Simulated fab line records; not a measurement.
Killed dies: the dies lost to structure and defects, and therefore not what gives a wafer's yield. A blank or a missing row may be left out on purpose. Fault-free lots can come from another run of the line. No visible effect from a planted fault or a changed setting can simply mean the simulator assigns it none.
fab line records	flow n5Finfet
record lots=7	wafers=39
route steps=1938 shown PMOS_HMC_CHANNEL_EPI@78 FIN_SAQP@120 FIN_CUT@154 STI_FIN_REVEAL@194 DUMMY_GATE@220
startH: hours from the record's first day to the start of the lot's first wafer shown	waitH: hours from the lot's prior step to this one	" same as the row above	L1.1+2: several wafers, shown together as one row	- either no value or no given start	* or withheld: withheld	< > ~ a bound
route shown NAME@n: a module of which the file shows steps, and the number in the route of the first	usual: mean/standard deviation taken from wafers without a fault	same: alike in all rows	chamber/n: place in a boat	sites: readings site by site	_std_site: the values' standard deviation	_edge_site: the outer-site mean with the inner-site mean subtracted	radiusMm: how far each site lies from the wafer's centre	mask NAME#n: copy n	behind: the tool/chamber that last shaped the wafer	hold: the reason the lot was held/the length of the hold in hours/how it ended	device: the transistor (n, p or np) that didn't switch	end of line: the route-end tests of the same wafers	where a step has no rows: the recipe by itself	killed: dies that structure and defects cost at the first sort, which is not the same as the wafer's yield	map: the dies of a wafer, with x for killed, . for not killed, _ for no die there
set.NAME: the setting as run; set.NAME@STEP: as run at that earlier step	model.NAME: the simulator's own value behind a step, which no gauge read
one table per step and one row per wafer, for lots whose settings were changed on purpose
## steps
# step N5_PMOS_HMC_CHANNEL_EPI_EPI_20
# recipe material=SiGe30	maskMaterial=SiO2	pressureTorr=20	targetThkA=590	tempC=600
lot.wafer	tool	chamber	startH	waitH	set.pressureTorr	model.SiGe30_of_PMOS_HMC_CHANNEL_EPI_EPI_20.thkNm
L074.1	epiRpcvd-02	0	18.00	0.0	17.46	56.69
L074.2	"	0	"	"	17.46	56.2
L074.3	"	0	"	"	17.46	55.66
L074.4	"	0	"	"	17.46	56.28
L074.5	"	0	"	"	17.46	55.85
L074.6	"	0	"	"	17.46	55.89
L078.3	epiRpcvd-01	0	42.84	0.6	20	58.93
L078.4	"	0	"	"	20	58.96
L078.5	"	0	"	"	20	59.2
L079.1	epiRpcvd-04	0	48.06	0.0	18.04	56.35
L079.2	"	0	"	"	18.04	56.67
L079.3	"	0	"	"	18.04	55.95
L079.4	"	0	"	"	18.04	56.34
L079.5	"	0	"	"	18.04	56.54
L079.6	"	0	"	"	18.04	56.46
L090.1	epiRpcvd-02	0	114.54	0.0	17.55	56.16
L090.2	"	0	"	"	17.55	56.14
L090.3	"	0	"	"	17.55	56.68
L090.4	"	0	"	"	17.55	56.24
L090.5	"	0	"	"	17.55	56.28
L090.6	"	0	"	"	17.55	56.54
L091.1	epiRpcvd-04	0	120.86	0.0	20	59.37
L091.2	"	0	"	"	20	59.82
L091.3	"	0	"	"	20	59.06
L091.4	"	0	"	"	20	59.36
L091.5	"	0	"	"	20	59.2
L091.6	"	0	"	"	20	60.13
L093.1	epiRpcvd-01	0	132.39	0.0	17.87	56.61
L093.2	"	0	"	"	17.87	56.82
L093.3	"	0	"	"	17.87	57.4
L093.4	"	0	"	"	17.87	57.34
L093.5	"	0	"	"	17.87	57.07
L093.6	"	0	"	"	17.87	57.26
L096.1	epiRpcvd-02	0	150.45	0.0	21.73	61.49
L096.2	"	0	"	"	21.73	62.39
L096.3	"	0	"	"	21.73	61.54
L096.4	"	0	"	"	21.73	62.21
L096.5	"	0	"	"	21.73	61.87
L096.6	"	0	"	"	21.73	62.14
# step N5_FIN_SAQP_MANDREL_ETCH_22
# recipe targetDepthA=600	chemistry=HBr/Cl2	target=a-Si	stopOn=SiNx	btTimeS=10	overEtchFrac=0.5	timeS=30	pressureMtorr=10	icpW=800	biasW=75	HBr_flow_sccm=150	Cl2_flow_sccm=80	ends=endPoint
lot.wafer	tool	chamber	startH	waitH	set.targetDepthA	model.SOC_of_FIN_SAQP_COAT_49.thkNm
L074.1	rieSi-05	0	24.12	0.0	541.1	77.98
L074.2	"	3	"	"	600	75.6
L074.3	"	1	"	"	600	75.66
L074.4	"	0	"	"	600	75.71
L074.5	"	1	"	"	541.1	78.09
L074.6	"	3	"	"	541.1	78.41
L078.3	rieSi-03	0	47.11	0.0	600	75.94
L078.4	"	3	"	"	600	75.82
L078.5	"	1	"	"	600	76.41
L079.1	rieSi-06	3	53.59	0.0	600	76.12
L079.2	"	0	"	"	623.6	75.08
L079.3	"	2	"	"	623.6	75.07
L079.4	"	1	"	"	623.6	74.96
L079.5	"	3	"	"	600	75.62
L079.6	"	0	"	"	600	75.88
L090.1	rieSi-05	3	119.18	0.0	666.7	72.62
L090.2	"	0	"	"	600	75.68
L090.3	"	2	"	"	666.7	72.95
L090.4	"	1	"	"	600	75.62
L090.5	"	3	"	"	600	75.75
L090.6	"	2	"	"	666.7	72.86
L091.1	rieSi-06	1	125.09	0.0	600	76.17
L091.2	"	2	"	"	600	76.1
L091.3	"	3	"	"	565.7	77.77
L091.4	"	0	"	"	565.7	77.4
L091.5	"	0	"	"	565.7	77.31
L091.6	"	3	"	"	600	75.92
L093.1	rieSi-03	3	136.31	0.0	600	76.89
L093.2	"	0	"	"	528.1	79.64
L093.3	"	2	"	"	528.1	79.4
L093.4	"	3	"	"	600	76.66
L093.5	"	0	"	"	600	76.61
L093.6	"	2	"	"	528.1	78.77
L096.1	rieSi-06	3	154.34	0.0	623.9	75.38
L096.2	"	1	"	"	600	75.89
L096.3	"	2	"	"	600	76.14
L096.4	"	0	"	"	600	75.87
L096.5	"	1	"	"	623.9	75.44
L096.6	"	2	"	"	623.9	75.01
# step N5_FIN_SAQP_FIN_ETCH_36
# recipe chemistry=HBr/Cl2/O2	targetDepthA=1200	maskMaterial=SiNx	timeS=50.4	biasW=102	pressureMtorr=10	icpW=800	HBr_flow_sccm=150	Cl2_flow_sccm=80	O2_flow_sccm=12
lot.wafer	tool	chamber	startH	waitH	set.biasW	model.FIN_SAQP.featureDepthNm	model.etch.depthNm	model.SiNx_of_FIN_SAQP_HM_DEP_03.thkNm
L074.1	rieSi-06	0	28.77	0.0	83.9	114.4	114.4	22.4
L074.2	"	3	"	"	102	119.4	119.4	20.8
L074.3	"	2	"	"	83.9	115.2	115.1	22.2
L074.4	"	1	"	"	102	120.2	120.1	21.8
L074.5	"	2	"	"	83.9	115.2	115.2	22.8
L074.6	"	1	"	"	102	120.4	120.3	21.4
L078.3	rieSi-03	1	51.07	0.0	102	118.6	118.5	21.2
L078.4	"	2	"	"	102	122	122	21.6
L078.5	"	2	"	"	102	120.2	120.2	21.4
L079.1	rieSi-05	1	57.31	0.0	85.42	117.4	117.5	22.8
L079.2	"	0	"	"	102	121.4	121.3	20.8
L079.3	"	3	"	"	102	121.2	121.2	20.6
L079.4	"	2	"	"	85.42	117	117	22.8
L079.5	"	1	"	"	102	120.2	120.2	21.4
L079.6	"	2	"	"	85.42	115.8	115.8	23.4
L090.1	rieSi-03	1	122.84	0.0	102	118.8	118.9	20.2
L090.2	"	0	"	"	85.78	114.4	114.3	22.2
L090.3	"	3	"	"	85.78	114.2	114.3	23
L090.4	"	2	"	"	102	122	122	20.4
L090.5	"	0	"	"	102	118.4	118.4	21
L090.6	"	1	"	"	85.78	114.6	114.6	23
L091.1	rieSi-03	1	129.02	0.0	102	120	120	20.6
L091.2	"	2	"	"	102	123	123.1	20.2
L091.3	"	0	"	"	102	119.8	119.8	20.8
L091.4	"	3	"	"	102	120.2	120.3	21.2
L091.5	"	0	"	"	102	121	121	21
L091.6	"	1	"	"	102	120.2	120.2	20.8
L093.1+3	rieSi-05	0,3	141.26	0.0	102	119.4	119.4	20.6
L093.2	"	1	"	"	85.12	116.2	116.2	22.4
L093.4	"	2	"	"	85.12	115.6	115.6	23
L093.5	"	3	"	"	85.12	115.4	115.5	23
L093.6	"	2	"	"	102	120.8	120.8	21
L096.1	rieSi-05	0	158.16	0.0	102	122.4	122.4	20.4
L096.2	"	1	"	"	102	121.2	121.2	20
L096.3	"	3	"	"	102	121.8	121.8	20.4
L096.4	"	2	"	"	102	122	122	21.2
L096.5	"	2	"	"	102	121.2	121.1	22
L096.6	"	3	"	"	102	121.4	121.4	21
# step N5_FIN_SAQP_PRECLEAN_38
# recipe chemistry=O3/DIW	timeS=45	tempC=22	o3Ppm=10
# step N5_FIN_SAQP_PRECLEAN_45
# recipe chemistry=dHF	timeS=10	dilution=500:1	tempC=25
# step N5_FIN_SAQP_SRD_39
# recipe dry=ipaMarangoni	timeS=30	tempC=23	rinseLiquid=diw
# step N5_FIN_SAQP_OCD_MEAS_76
# usual trenchDepthNm=120.6/1.1
lot.wafer	tool	chamber	startH	waitH	set.biasW@FIN_SAQP_FIN_ETCH_36	trenchDepthNm
L074.1	ocd-02	-	28.99	0.0	83.9	114.5
L074.2	"	-	"	"	102	119.2
L074.3	"	-	"	"	83.9	115.0
L074.4	"	-	"	"	102	119.7
L074.5	"	-	"	"	83.9	115.0
L074.6	"	-	"	"	102	120.2
L078.3	ocd-01	-	51.30	0.0	102	118.0
L078.4	"	-	"	"	102	121.7
L078.5	"	-	"	"	102	120.3
L079.1	ocd-02	-	57.53	0.0	85.42	117.7
L079.2	"	-	"	"	102	121.5
L079.3	"	-	"	"	102	121.5
L079.4	"	-	"	"	85.42	116.9
L079.5	"	-	"	"	102	120.5
L079.6	"	-	"	"	85.42	116.3
L090.1	ocd-01	-	123.06	0.0	102	119.5
L090.2	"	-	"	"	85.78	114.3
L090.3	"	-	"	"	85.78	114.4
L090.4	"	-	"	"	102	122.5
L090.5	"	-	"	"	102	118.3
L090.6	"	-	"	"	85.78	114.0
L091.1	ocd-01	-	129.25	0.0	102	120.1
L091.2	"	-	"	"	102	122.9
L091.3	"	-	"	"	102	119.4
L091.4	"	-	"	"	102	120.4
L091.5	"	-	"	"	102	120.6
L091.6	"	-	"	"	102	120.0
L093.1	ocd-01	-	141.48	0.0	102	119.7
L093.2	"	-	"	"	85.12	116.2
L093.3	"	-	"	"	102	119.7
L093.4	"	-	"	"	85.12	115.0
L093.5	"	-	"	"	85.12	115.5
L093.6	"	-	"	"	102	120.9
L096.1	ocd-01	-	158.38	0.0	102	122.3
L096.2	"	-	"	"	102	121.0
L096.3	"	-	"	"	102	121.5
L096.4	"	-	"	"	102	121.7
L096.5	"	-	"	"	102	120.6
L096.6	"	-	"	"	102	121.2
# step N5_FIN_CUT_COAT_18
# recipe resist=SOC	tempC=250	timeS=60	spinRpm=1500	resistThkNm=230
# step N5_STI_FIN_REVEAL_PRECLEAN_29
# recipe chemistry=DHF	timeS=30	tempC=25	dilution=300:1
# step N5_STI_FIN_REVEAL_SRD_12
# recipe timeS=30	tempC=23	rinseLiquid=diw	dry=ipaMarangoni
# step N5_STI_FIN_REVEAL_RECESS_09
# recipe chemistry=HF/NH3	target=SiO2	afsCycles=11	targetDepthA=425	tempC=30	sublimationTempC=180	sublimationTimeS=60
lot.wafer	tool	chamber	startH	waitH	set.biasW@FIN_SAQP_FIN_ETCH_36	model.SiNx_of_FIN_SAQP_HM_DEP_03.thkNm
L074.1	vaporEtch-01	1	37.59	0.0	83.9	19.6
L074.2	"	0	"	"	102	17.8
L074.3	"	0	"	"	83.9	19.2
L074.4	"	1	"	"	102	18.8
L074.5	"	0	"	"	83.9	20
L074.6	"	1	"	"	102	18.4
L078.3	vaporEtch-02	1	60.05	0.8	102	18.2
L078.4+5	"	0	"	"	102	18.6
L079.1	vaporEtch-02	1	65.21	0.0	85.42	19.8
L079.2+3	"	0	"	"	102	17.8
L079.4	"	1	"	"	85.42	20
L079.5	"	0	"	"	102	18.6
L079.6	"	1	"	"	85.42	20.6
L090.1	vaporEtch-02	0	130.42	0.0	102	17.2
L090.2	"	1	"	"	85.78	19.4
L090.3+6	"	0,1	"	"	85.78	20
L090.4	"	1	"	"	102	17.6
L090.5	"	0	"	"	102	18
L091.1+3	vaporEtch-01	1,0	136.81	0.0	102	17.8
L091.2	"	0	"	"	102	17.2
L091.4	"	1	"	"	102	18.2
L091.5+6	"	1,0	"	"	102	18
L093.1+3	vaporEtch-02	1	149.00	0.0	102	17.6
L093.2	"	0	"	"	85.12	19.4
L093.4+5	"	0,1	"	"	85.12	20.2
L093.6	"	0	"	"	102	18
L096.1+3	vaporEtch-01	1,0	165.98	0.0	102	17.6
L096.2	"	0	"	"	102	17.2
L096.4+6	"	1,0	"	"	102	18.2
L096.5	"	1	"	"	102	19.2
# step N5_DUMMY_GATE_HM_DEP_06
# recipe material=SiNx	targetThkA=800	precursor=DCS/NH3	tempC=700	pressureMtorr=300	timeS=5141
lot.wafer	tool	chamber	startH	waitH	set.timeS	model.SiNx_of_DUMMY_GATE_HM_DEP_06.thkNm
L074.1+5+6	-	-	-	0.0	4799	74.8
L074.2	"	-	"	"	4799	75.4
L074.3	"	-	"	"	4799	75
L074.4	"	-	"	"	4799	75.2
L078.3	lpcvd-01	0/25	67.19	0.0	5141	78.2
L078.4	"	0/29	"	"	5141	78.8
L078.5	"	0/34	"	"	5141	79
L079.1	-	-	-	0.0	5543	88.2
L079.2	"	-	"	"	5543	87.4
L079.3	"	-	"	"	5543	88.4
L079.4	"	-	"	"	5543	87
L079.5	"	-	"	"	5543	86.6
L079.6	"	-	"	"	5543	87.2
L090.1	-	-	-	0.0	5141	80.6
L090.2	"	-	"	"	5141	79.6
L090.3	"	-	"	"	5141	80.4
L090.4	"	-	"	"	5141	80
L090.5	"	-	"	"	5141	79.8
L090.6	"	-	"	"	5141	79.2
L091.1	-	-	-	0.0	4763	73.8
L091.2+3+6	"	-	"	"	4763	74
L091.4	"	-	"	"	4763	74.8
L091.5	"	-	"	"	4763	74.2
L093.1+5+6	-	-	-	0.0	4366	67.4
L093.2	"	-	"	"	4366	67.6
L093.3	"	-	"	"	4366	68.2
L093.4	"	-	"	"	4366	67.8
L096.1+3+6	-	-	-	0.0	5141	79
L096.2	"	-	"	"	5141	78.6
L096.4+5	"	-	"	"	5141	79.2
## key
split step=N5_PMOS_HMC_CHANNEL_EPI_EPI_20	setting=pressureTorr	stated=20	by=lot
response step=N5_PMOS_HMC_CHANNEL_EPI_EPI_20	reading=model.SiGe30_of_PMOS_HMC_CHANNEL_EPI_EPI_20.thkNm	change=+0.266	per=1%	r=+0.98
split step=N5_FIN_SAQP_MANDREL_ETCH_22	setting=targetDepthA	stated=600	by=wafer
response step=N5_FIN_SAQP_MANDREL_ETCH_22	reading=model.SOC_of_FIN_SAQP_COAT_49.thkNm	change=-0.237	per=1%	r=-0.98
split step=N5_FIN_SAQP_FIN_ETCH_36	setting=biasW	stated=102	by=wafer
response step=N5_FIN_SAQP_FIN_ETCH_36	reading=model.FIN_SAQP.featureDepthNm	change=+0.282	per=1%	r=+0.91
response step=N5_FIN_SAQP_FIN_ETCH_36	reading=model.etch.depthNm	change=+0.281	per=1%	r=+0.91
response step=N5_FIN_SAQP_FIN_ETCH_36	reading=model.SiNx_of_FIN_SAQP_HM_DEP_03.thkNm	change=-0.111	per=1%	r=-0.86
response step=N5_FIN_SAQP_OCD_MEAS_76	reading=trenchDepthNm	change=+0.292	per=1%	r=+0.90
response step=N5_STI_FIN_REVEAL_RECESS_09	reading=model.SiNx_of_FIN_SAQP_HM_DEP_03.thkNm	change=-0.115	per=1%	r=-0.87
split step=N5_DUMMY_GATE_HM_DEP_06	setting=timeS	stated=5141	by=lot
response step=N5_DUMMY_GATE_HM_DEP_06	reading=model.SiNx_of_DUMMY_GATE_HM_DEP_06.thkNm	change=+0.832	per=1%	r=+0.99
